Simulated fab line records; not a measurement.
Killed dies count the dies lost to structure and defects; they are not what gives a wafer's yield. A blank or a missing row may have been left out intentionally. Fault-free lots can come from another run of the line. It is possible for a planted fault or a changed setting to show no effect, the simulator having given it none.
One fault through the eyes of 2 desks :: flow n5 finfet :: every desk sees just its own numbers, and what lay behind them comes last

## AT THE TOOL OWNER'S DESK: pecvd-02
The tool's own readings at N5_BEOL_M11_ILD_DEP_00 (deposits SiCOH lowk from DEMS/porogen, target thk 308.51 nm, time 58 s): means of the sampled wafers that have a number, for each lot that ran on this tool. A lot is out of limits, marked OUT, if its mean lies more than 4 standard deviations from the usual mean; the brackets give that distance.
Columns: A = heater power w at N5_BEOL_M11_ILD_DEP_00, usual 306 W; B = rf fwd power W at N5_BEOL_M11_ILD_DEP_00, usual 496.1 W; C = showerhead plenum p Torr at N5_BEOL_M11_ILD_DEP_00, usual 5.744 Torr; D = throttle valve pct at N5_BEOL_M11_ILD_DEP_00, usual 13.9 %
lot: L503
first seen here: day 11 13:19
A: 342
B: 496.3
C: 5.745
D: 13.7

lot: L501
first seen here: day 11 23:17
A: 321
B: 494.5
C: 5.749
D: 13.6

lot: L506
first seen here: day 12 13:34
A: 340
B: 495.4
C: 5.736
D: 13.8

lot: L512
first seen here: day 14 00:19
A: 331
B: 496.9
C: 5.737
D: 13.8

lot: L514
first seen here: day 14 03:00
A: 365
B: 493.1
C: 5.739
D: 14.0

lot: L511
first seen here: day 14 08:04
A: 311
B: 494.5
C: 5.737
D: 13.4

lot: L515
first seen here: day 15 03:28
A: 289
B: 495.0
C: 5.747
D: 13.8
This desk found nothing out of limits on any of the 7 lots.

## FROM THE METROLOGY DESK
Lot by lot, what the gauges showed, no matter which tool ran the lot: averages of those sampled wafers that carry a number. A lot is out of limits, marked OUT, if its mean lies more than 4 standard deviations from the usual mean; the brackets give that distance.
Columns: A = cd nm at N5_BEOL_M10_CD_MEAS_35, usual 70.4 nm; B = M11_ILD_THK at N5_BEOL_M11_THK_MEAS_01, usual 268 nm
lot: L498
first seen here: day 10 12:33
A: 70.1
B: 271

lot: L503
first seen here: day 11 10:59
A: 71.2
B: 269

lot: L500
first seen here: day 11 11:09
A: 70.1
B: 266

lot: L501
first seen here: day 11 20:30
A: 70.3
B: 272

lot: L506
first seen here: day 12 10:25
A: 69.9
B: 267

lot: L507
first seen here: day 12 18:40
A: 70.6
B: 265

lot: L508
first seen here: day 13 11:57
A: 70.5
B: 268

lot: L512
first seen here: day 13 21:17
A: 70.7
B: 268

lot: L514
first seen here: day 13 23:51
A: 71.1
B: 260

lot: L511
first seen here: day 14 03:50
A: 71.1
B: 261

lot: L515
first seen here: day 15 01:16
A: 70.5
B: 264

lot: L517
first seen here: day 15 07:49
A: 70.4
B: 271
This desk found nothing out of limits on any of the 12 lots.

## ALL TOGETHER
The desk of the tool owner found nothing out of limits.
Metrology desk: nothing out of limits seen.

## WHAT THE SIMULATOR HAD PUT IN
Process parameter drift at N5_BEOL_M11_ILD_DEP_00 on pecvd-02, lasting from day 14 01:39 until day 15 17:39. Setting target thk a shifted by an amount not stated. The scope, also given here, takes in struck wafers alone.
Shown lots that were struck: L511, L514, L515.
